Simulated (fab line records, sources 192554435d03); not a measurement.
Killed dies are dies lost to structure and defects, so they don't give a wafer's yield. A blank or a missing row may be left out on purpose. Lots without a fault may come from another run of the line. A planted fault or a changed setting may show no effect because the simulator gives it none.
Chamber matching | flow n5_finfet | N5_BEOL_M15_DESCUM_15 on rie_diel-02: 4 sister chambers
The step chemistry O2, time 7.9 s. 22 wafers are shown with their chamber, then 11 later ones without.

WAFERS WITH THEIR CHAMBER
wafer  | chamber | throttle_valve_pct (%) | drypump_motor_current_A (A) | oes_product_au (a.u.)
L075.3 | 0       | 20.7                   | 6.0                         | 0.74
L075.4 | 1       | 20.2                   | 5.9                         | 0.81
L075.6 | 0       | 20.7                   | 6.0                         | 0.73
L077.1 | 3       | 20.8                   | 5.0                         | 0.75
L077.3 | 1       | 20.2                   | 5.9                         | 0.81
L077.5 | 0       | 20.7                   | 6.0                         | 0.72
L079.3 | 2       | 19.8                   | 5.8                         | 0.96
L079.4 | 1       | 20.3                   | 5.9                         | 0.81
L079.6 | 3       | 20.8                   | 5.1                         | 0.75
L080.1 | 3       | 20.8                   | 5.0                         | 0.75
L080.2 | 2       | 19.8                   | 5.8                         | 0.94
L080.6 | 2       | 19.8                   | 5.7                         | 0.94
L081.2 | 1       | 20.2                   | 5.9                         | 0.80
L081.4 | 3       | 20.8                   | 5.1                         | 0.75
L081.5 | 3       | 20.8                   | 5.1                         | 0.74
L082.2 | 1       | 20.3                   | 5.9                         | 0.81
L082.4 | 0       | 20.7                   | 6.0                         | 0.72
L082.6 | 0       | 20.7                   | 6.0                         | 0.73
L087.2 | 0       | 20.7                   | 6.0                         | 0.72
L087.4 | 2       | 19.8                   | 5.8                         | 0.90
L087.6 | 3       | 20.9                   | 5.1                         | 0.74
L089.2 | 3       | 20.9                   | 5.1                         | 0.75

SIGNATURES (means of the wafers above)
reading                 | chamber 0 | chamber 1 | chamber 2 | chamber 3 | scatter within a chamber
throttle_valve_pct      | 20.700    | 20.240    | 19.800    | 20.829    | 0.0382
drypump_motor_current_A | 6.000     | 5.900     | 5.775     | 5.071     | 0.0348
oes_product_au          | 0.7267    | 0.8080    | 0.9350    | 0.7471    | 0.0117
Rule: a wafer's distance from a chamber is the root of the sum, over the readings, of the square of ((its reading less the chamber's mean) divided by the reading's scatter). The wafer belongs to the nearest chamber; if the next one is less than 2 further off, it can't be placed. The scatter: the root of (the sum of the squares of (reading less its chamber's mean) over the shown wafers, divided by (wafers less chambers)).

WAFERS WITHOUT THEIR CHAMBER
wafer  | throttle_valve_pct (%) | drypump_motor_current_A (A) | oes_product_au (a.u.)
L089.4 | 20.7                   | 5.9                         | 0.71
L089.6 | 19.9                   | 5.8                         | 0.90
L093.3 | 20.3                   | 5.9                         | 0.78
L093.4 | 20.7                   | 6.0                         | 0.71
L093.5 | 20.9                   | 5.0                         | 0.73
L097.1 | 20.3                   | 5.9                         | 0.77
L097.4 | 20.9                   | 5.1                         | 0.72
L097.5 | 20.9                   | 5.0                         | 0.72
L096.1 | 20.9                   | 5.0                         | 0.73
L096.2 | 19.9                   | 5.7                         | 0.87
L096.3 | 20.3                   | 5.9                         | 0.77

WHICH CHAMBER EACH WENT THROUGH
wafer  | from the rows above | in truth
L089.4 | 0                   | 0
L089.6 | 2                   | 2
L093.3 | 1                   | 1
L093.4 | 0                   | 0
L093.5 | 3                   | 3
L097.1 | 1                   | 1
L097.4 | 3                   | 3
L097.5 | 3                   | 3
L096.1 | 3                   | 3
L096.2 | 2                   | 2
L096.3 | 1                   | 1
Placed correctly: 11 of 11. Can't be placed from these rows: 0. Placed wrongly: 0.
